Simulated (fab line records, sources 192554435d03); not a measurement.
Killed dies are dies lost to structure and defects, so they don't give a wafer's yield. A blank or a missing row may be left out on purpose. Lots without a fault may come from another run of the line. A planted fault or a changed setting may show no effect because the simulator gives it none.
Chamber matching | flow n5_finfet | N5_MOL_CONTACT_COAG_CO_FILL_22 on cvd_co-02: 3 sister chambers
The step material Co, precursor CCTBA/H2, target thk 20 nm. 3 wafers are shown with their chamber, then 12 later ones without.

WAFERS WITH THEIR CHAMBER
wafer  | chamber | heater_power_w (W)
L088.5 | 1       | 257
L087.4 | 0       | 232
L087.5 | 2       | 218

WAFERS WITHOUT THEIR CHAMBER
wafer  | heater_power_w (W)
L089.1 | 221
L089.4 | 256
L089.6 | 239
L092.1 | 222
L092.4 | 237
L092.6 | 217
L094.1 | 259
L094.2 | 230
L094.5 | 235
L096.1 | 224
L096.2 | 237
L096.6 | 241

WHICH CHAMBER EACH WENT THROUGH
wafer  | from the rows above     | in truth
L089.1 | can't be placed: 2 or 0 | 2
L089.4 | 1                       | 1
L089.6 | 0                       | 0
L092.1 | can't be placed: 2 or 0 | 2
L092.4 | 0                       | 0
L092.6 | 2                       | 2
L094.1 | 1                       | 1
L094.2 | 0                       | 0
L094.5 | 0                       | 0
L096.1 | can't be placed: 2 or 0 | 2
L096.2 | 0                       | 0
L096.6 | can't be placed: 0 or 1 | 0
Placed correctly: 8 of 12. Can't be placed from these rows: 4 (the true chamber is among the candidates in 4). Placed wrongly: 0.
How it was worked out, from the rows above alone: a wafer's distance from a chamber is the root of the sum, over the readings, of the square of ((its reading less the chamber's mean) divided by the reading's scatter). The wafer belongs to the nearest chamber; if the next one is less than 2 further off, it can't be placed. A chamber's mean is the mean of its shown wafers. The scatter: with one shown wafer a chamber, the root of the mean of the squares of how far each hidden wafer lies from its nearest shown one.
